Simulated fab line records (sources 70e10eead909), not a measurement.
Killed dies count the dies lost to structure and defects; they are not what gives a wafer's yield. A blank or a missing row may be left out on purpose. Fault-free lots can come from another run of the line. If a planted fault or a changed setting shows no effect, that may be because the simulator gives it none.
2 desks looking at one fault    flow nandHarc    what lay behind the numbers comes last; until then each desk has only its own

== AT THE TOOL OWNER'S DESK: lithoTrack-06 ==
The tool's own readings at NHARC_A_CHANNEL_HOLE_D1_PEB_08 (peb time 65 s): means of the sampled wafers that have a number, for each lot that ran on this tool. Marked OUT: a lot whose mean sits more than 4 standard deviations from the usual mean, which makes it out of limits; the brackets give that distance.
Columns: A = heaterPowerTotalW at NHARC_A_CHANNEL_HOLE_D1_PEB_08, usual 156.6 W
lot   first seen here  A
L463  day 9 05:51      156.6
L465  day 10 04:16     156.5
L467  day 10 18:37     156.7
L469  day 12 01:46     156.6
L477  day 15 06:28     156.5
L478  day 15 14:07     156.8
L479  day 16 02:26     156.6
L481  day 16 11:02     156.4
Finding of this desk: none of the 8 lots has anything out of limits.

== THE METROLOGY DESK ==
Lot by lot, what the gauges showed, no matter which tool ran the lot: averages of those sampled wafers that carry a number. Marked OUT: a lot whose mean sits more than 4 standard deviations from the usual mean, which makes it out of limits; the brackets give that distance.
Columns: A = thkNm at NHARC_A_ONON_D1_THK_MEAS_21, usual 1000 nm; B = cdNm at NHARC_A_CHANNEL_HOLE_D1_CD_MEAS_10, usual 99.9 nm; C = cdNm at NHARC_A_CHANNEL_HOLE_D1_CD_MEAS_30, usual 89.8 nm
lot   first seen here  A     B                C
L463  day 8 22:47      985   100.0            90.9
L465  day 9 23:29      1004  99.7             89.7
L467  day 10 13:01     1002  99.9             89.9
L469  day 11 17:01     1006  99.0             87.6
L477  day 14 23:32     1007  99.8             89.3
L478  day 15 05:11     1015  108.2 (+20) OUT  97.8 (+9.1) OUT
L479  day 15 21:41     1004  108.1 (+20) OUT  98.3 (+9.7) OUT
L481  day 16 04:28     978   107.7 (+19) OUT  98.7 (+10) OUT
L482  day 17 04:27     1015  99.7             89.3
L484  day 17 17:26     990   100.2            89.6
This desk's finding: out of limits on L478, L479, L481; first on L478, day 15 14:11 (cdNm at NHARC_A_CHANNEL_HOLE_D1_CD_MEAS_10). L463, L465, L467, L469, L477, L482, L484 stayed within limits.

== PUT TOGETHER ==
Metrology desk: alarm possible at day 15 14:11 on L478, L479, L481.
The desk of the tool owner found nothing out of limits.
On record at the tool owner's desk: L478, L479, L481, within its limits.
The lots listed all ran NHARC_A_CHANNEL_HOLE_D1_PEB_08 on lithoTrack-06.

== WHAT THE SIMULATOR PUT IN ==
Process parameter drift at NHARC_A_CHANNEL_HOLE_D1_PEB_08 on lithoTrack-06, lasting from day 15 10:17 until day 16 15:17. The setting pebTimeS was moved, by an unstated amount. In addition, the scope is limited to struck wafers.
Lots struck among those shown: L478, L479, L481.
Hours from the fault's start to each desk's first reading out of limits: the metrology desk, 4.
